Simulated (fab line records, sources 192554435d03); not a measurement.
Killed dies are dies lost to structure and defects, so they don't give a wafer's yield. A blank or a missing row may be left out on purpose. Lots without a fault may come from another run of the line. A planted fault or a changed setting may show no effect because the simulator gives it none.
Chamber matching | flow n5_finfet | N5_BEOL_M2_ETCH_77 on rie_diel-06: 4 sister chambers
The step etches underlayer in N2/H2, target depth 6.5 nm, time 5.2 s. 8 wafers are shown with their chamber, then 7 later ones without.

WAFERS WITH THEIR CHAMBER
wafer  | chamber | drypump_motor_current_A (A) | throttle_valve_pct (%)
L080.2 | 0       | 5.81                        | 18.02
L080.3 | 3       | 5.23                        | 17.63
L080.6 | 1       | 5.44                        | 18.22
L085.1 | 0       | 5.81                        | 18.06
L085.2 | 2       | 6.28                        | 17.59
L085.3 | 3       | 5.20                        | 17.65
L090.3 | 2       | 6.27                        | 17.62
L090.4 | 1       | 5.41                        | 18.26

WAFERS WITHOUT THEIR CHAMBER
wafer  | drypump_motor_current_A (A) | throttle_valve_pct (%)
L090.5 | 5.80                        | 18.06
L094.1 | 5.44                        | 18.30
L094.2 | 5.27                        | 17.69
L094.4 | 6.27                        | 17.62
L097.1 | 5.27                        | 17.71
L097.4 | 5.45                        | 18.30
L097.6 | 5.79                        | 18.10

WHICH CHAMBER EACH WENT THROUGH
wafer  | from the rows above | in truth
L090.5 | 0                   | 0
L094.1 | 1                   | 1
L094.2 | 3                   | 3
L094.4 | 2                   | 2
L097.1 | 3                   | 3
L097.4 | 1                   | 1
L097.6 | 0                   | 0
Placed correctly: 7 of 7. Can't be placed from these rows: 0. Placed wrongly: 0.
How it was worked out, from the rows above alone: a wafer's distance from a chamber is the root of the sum, over the readings, of the square of ((its reading less the chamber's mean) divided by the reading's scatter). The wafer belongs to the nearest chamber; if the next one is less than 2 further off, it can't be placed. A chamber's mean is the mean of its shown wafers. The scatter: the root of (the sum of the squares of (reading less its chamber's mean) over the shown wafers, divided by (wafers less chambers)).
